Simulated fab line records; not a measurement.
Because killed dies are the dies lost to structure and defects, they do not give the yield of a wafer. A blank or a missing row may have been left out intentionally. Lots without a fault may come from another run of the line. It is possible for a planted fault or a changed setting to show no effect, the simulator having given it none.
Split-lot study | flow n5_finfet | 7 lots, 21 wafers read, on a route of 1938 steps

== ON THE SPLIT ==
At N5_BEOL_M0_SAQP_HM_DEP_02 (deposits TiN, target thk 12 nm), the setting target_thk_a was moved away from the recipe's 120 angstrom on 4 of the 21 wafers read, by -7.1% to +11.0%. All remaining wafers had this setting at the recipe value.

The reading is taken at the split's own step.

== THE READING ==
TiN_of_BEOL_M0_SAQP_HM_DEP_02.thk_nm (the simulator's own value, which no gauge read), in nm, at N5_BEOL_M0_SAQP_HM_DEP_02 (deposits TiN, target thk 12 nm). The file gives no usual value for it. Across the 17 wafers here that went through the recipe, the average is 11.9 nm and the standard deviation 0.14 nm.

wafer  | tool, chamber at the split | target_thk_a as run, angstrom | against the recipe | TiN_of_BEOL_M0_SAQP_HM_DEP_02.thk_nm, nm | against lot-mates on the recipe
L075.1 | pvd_sputter-03, -          | 120                           | recipe             | 12                                       | -
L075.4 | pvd_sputter-03, -          | 120                           | recipe             | 12                                       | -
L075.6 | pvd_sputter-03, -          | 111.5                         | -7.1%              | 11                                       | -1.0
L079.1 | pvd_sputter-03, -          | 120                           | recipe             | 12                                       | -
L079.2 | pvd_sputter-03, -          | 120                           | recipe             | 12                                       | -
L079.5 | pvd_sputter-03, -          | 111.9                         | -6.8%              | 11                                       | -1.0
L084.3 | pvd_sputter-01, -          | 120                           | recipe             | 12                                       | -
L084.4 | pvd_sputter-01, -          | 120                           | recipe             | 12                                       | -
L084.6 | pvd_sputter-01, -          | 133.2                         | +11.0%             | 13.2                                     | +1.2
L086.2 | pvd_sputter-01, -          | 120                           | recipe             | 12                                       | -
L086.3 | pvd_sputter-01, -          | 120                           | recipe             | 12                                       | -
L086.5 | pvd_sputter-01, -          | 120                           | recipe             | 12                                       | -
L085.2 | pvd_sputter-01, -          | 120                           | recipe             | 11.6                                     | -
L085.6 | pvd_sputter-01, -          | 120                           | recipe             | 11.6                                     | -
L085.5 | pvd_sputter-01, -          | 120                           | recipe             | 11.8                                     | -
L088.2 | pvd_sputter-02, -          | 120                           | recipe             | 11.8                                     | -
L088.4 | pvd_sputter-02, -          | 120                           | recipe             | 11.8                                     | -
L088.3 | pvd_sputter-02, -          | 128.7                         | +7.3%              | 12.8                                     | +1.0
L090.2 | pvd_sputter-02, -          | 120                           | recipe             | 11.8                                     | -
L090.4 | pvd_sputter-02, -          | 120                           | recipe             | 11.8                                     | -
L090.6 | pvd_sputter-02, -          | 120                           | recipe             | 11.8                                     | -

FIT RESULTS
A straight line over all 21 wafers: TiN_of_BEOL_M0_SAQP_HM_DEP_02.thk_nm changes by +0.124 nm for each +1% of target_thk_a; r = +0.96; the points scatter about the line by 0.13 nm.
The same after taking each lot's own level away (the mean of its wafers on the recipe; 21 wafers): +0.128 nm for each +1%; r = +0.99; scatter 0.071 nm.
Per that fit: largest target_thk_a move, reading shift of 1.4 nm.
The lots' own levels span 11.67 to 12.00 nm, that is 2.4 times the standard deviation above.
So the lot-to-lot level changes the slope little: the two slopes agree.
Check: with one of the wafers moved furthest among these (+11.0%) left out of the fit, the line predicts +1.56 nm for it against its lot-mates. Against them it came out at +1.2 nm.

== ADDITIONAL SPLITS CARRIED BY THESE WAFERS ==
Other splits were also applied to these wafers ahead of the reading. Each is held against what the fit with the lots' levels taken away leaves over:
other split on the same wafers         | wafers away from the commonest value | r with TiN_of_BEOL_M0_SAQP_HM_DEP_02.thk_nm (lot level and that fit taken away)
N5_HKMG_FIN_EXPOSE_46 dose_mj          | 4                                    | -0.13
N5_GATE_CUT_COAT_27 spin_rpm           | 5                                    | +0.23
N5_GATE_CUT_EXPOSE_10 dose_mj          | 8                                    | -0.24
N5_MOL_CONTACT_COAG_ETCH_91 source_w   | 7                                    | -0.13
N5_MOL_CONTACT_COAG_VIA_ETCH_46 bias_w | 5                                    | -0.27

== THE FILE'S OWN FIT ==
TiN_of_BEOL_M0_SAQP_HM_DEP_02.thk_nm changes by +0.127 nm for each +1% of target_thk_a, r = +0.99.
